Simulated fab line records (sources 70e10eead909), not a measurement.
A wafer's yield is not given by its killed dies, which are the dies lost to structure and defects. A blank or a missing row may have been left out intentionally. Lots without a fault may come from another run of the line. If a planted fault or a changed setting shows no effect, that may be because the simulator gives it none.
Chamber matching ; flow nandHarc ; rieDiel-12 running NHARC_A_CHANNEL_HOLE_D1_ETCH_38: 4 sister chambers
The step etches the open film in CF4, target depth 39 nm, time 65 s. 18 wafers are shown with their chamber, then 9 later ones without.

## WAFERS PAIRED WITH THEIR CHAMBERS
wafer;chamber;drypumpMotorCurrentA (A);rfVppV (V);oesProductAu (a.u.)
L746.1;0;6.4;153.3;0.997
L746.2;3;6.0;151.5;0.998
L746.6;0;6.5;152.6;0.998
L747.1;1;5.1;150.5;1.003
L747.3;2;5.7;149.5;1.001
L747.6;1;5.1;150.6;0.999
L752.1;2;5.7;150.9;0.996
L752.4;3;6.1;152.6;0.990
L752.6;3;6.0;150.0;0.986
L756.2;2;5.7;149.1;1.005
L756.3;0;6.5;153.0;0.992
L756.5;1;5.1;151.0;0.989
L759.4;2;5.7;151.9;0.987
L759.5;2;5.7;151.3;0.995
L759.6;3;6.1;151.1;0.991
L761.3;2;5.7;153.6;0.997
L761.5;1;5.1;150.4;0.992
L761.6;0;6.5;153.0;0.999

SIGNATURES (averages over the wafers above)
reading;chamber 0;chamber 1;chamber 2;chamber 3;scatter within a chamber
drypumpMotorCurrentA;6.475;5.100;5.700;6.050;0.0354
rfVppV;152.975;150.625;151.050;151.300;1.12
oesProductAu;0.99650;0.99575;0.99683;0.99125;0.00542
Rule: distance of a wafer from a chamber = root of the sum over the readings of ((wafer's reading minus chamber's mean) / reading's scatter) squared. The wafer belongs to the nearest chamber; if the next one is less than 2 further off, it can't be placed. The scatter: the root of (the sum of the squares of (reading less its chamber's mean) over the shown wafers, divided by (wafers less chambers)).

## WAFERS MISSING THEIR CHAMBER
wafer;drypumpMotorCurrentA (A);rfVppV (V);oesProductAu (a.u.)
L762.1;5.1;152.0;0.995
L762.3;6.5;150.2;0.988
L762.5;6.0;151.0;1.007
L763.1;5.1;151.4;0.996
L763.2;6.0;150.2;1.003
L763.5;5.7;152.0;1.000
L769.1;5.7;150.2;1.003
L769.2;6.5;151.8;1.009
L769.4;5.1;151.6;0.990

## THE CHAMBER EACH PASSED THROUGH
wafer;from the rows above;in truth
L762.1;1;1
L762.3;0;0
L762.5;3;3
L763.1;1;1
L763.2;3;3
L763.5;2;2
L769.1;2;2
L769.2;0;0
L769.4;1;1
9 of 9 placed correctly. Left unplaced by these rows: 0. 0 placed wrongly.
